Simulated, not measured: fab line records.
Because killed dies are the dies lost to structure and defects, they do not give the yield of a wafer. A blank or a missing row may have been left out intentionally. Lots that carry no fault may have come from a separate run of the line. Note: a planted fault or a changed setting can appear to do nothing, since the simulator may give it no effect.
Chamber matching | flow nand harc | NHARC_THIN_TSV_DEP_47 on pecvd-03: 3 sister chambers
The step deposits SiO2, target thk 200 nm. 14 wafers are shown with their chamber, then 7 later ones without.

## WAFERS PAIRED WITH THEIR CHAMBERS
wafer  | chamber | throttle valve pct (%)
L348.2 | 1       | 15.4
L348.5 | 0       | 16.3
L348.6 | 1       | 15.4
L354.1 | 1       | 15.4
L354.2 | 2       | 15.9
L354.5 | 0       | 16.6
L363.1 | 2       | 15.3
L363.2 | 0       | 16.7
L363.5 | 0       | 16.5
L364.1 | 2       | 15.8
L364.3 | 1       | 15.7
L364.6 | 2       | 15.6
L366.1 | 2       | 15.5
L366.2 | 1       | 15.5

SIGNATURES, as means of the wafers listed above
reading            | chamber 0 | chamber 1 | chamber 2 | scatter within a chamber
throttle valve pct | 16.525    | 15.480    | 15.620    | 0.187
Rule: for each reading, subtract the chamber's mean from the wafer's reading, divide by that reading's scatter and square the result; add these up over the readings and take the root, which gives the wafer's distance from the chamber. If the next closest chamber is less than 2 further off than the closest, the wafer can't be placed; otherwise it belongs to the closest. The scatter: the root of (the sum of the squares of (reading less its chamber's mean) over the shown wafers, divided by (wafers less chambers)).

## WAFERS WHOSE CHAMBER IS MISSING
wafer  | throttle valve pct (%)
L366.4 | 15.5
L367.1 | 16.4
L367.3 | 15.4
L367.4 | 15.3
L370.2 | 15.5
L370.4 | 16.5
L370.6 | 15.3

## WHICH CHAMBER EACH WENT THROUGH
wafer  | from the rows above     | in truth
L366.4 | can't be placed: 1 or 2 | 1
L367.1 | 0                       | 0
L367.3 | can't be placed: 1 or 2 | 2
L367.4 | can't be placed: 1 or 2 | 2
L370.2 | can't be placed: 1 or 2 | 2
L370.4 | 0                       | 0
L370.6 | can't be placed: 1 or 2 | 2
Placed correctly: 2 of 7. These rows do not allow placing 5 (true chamber among the candidates in 5). Number placed wrongly: 0.
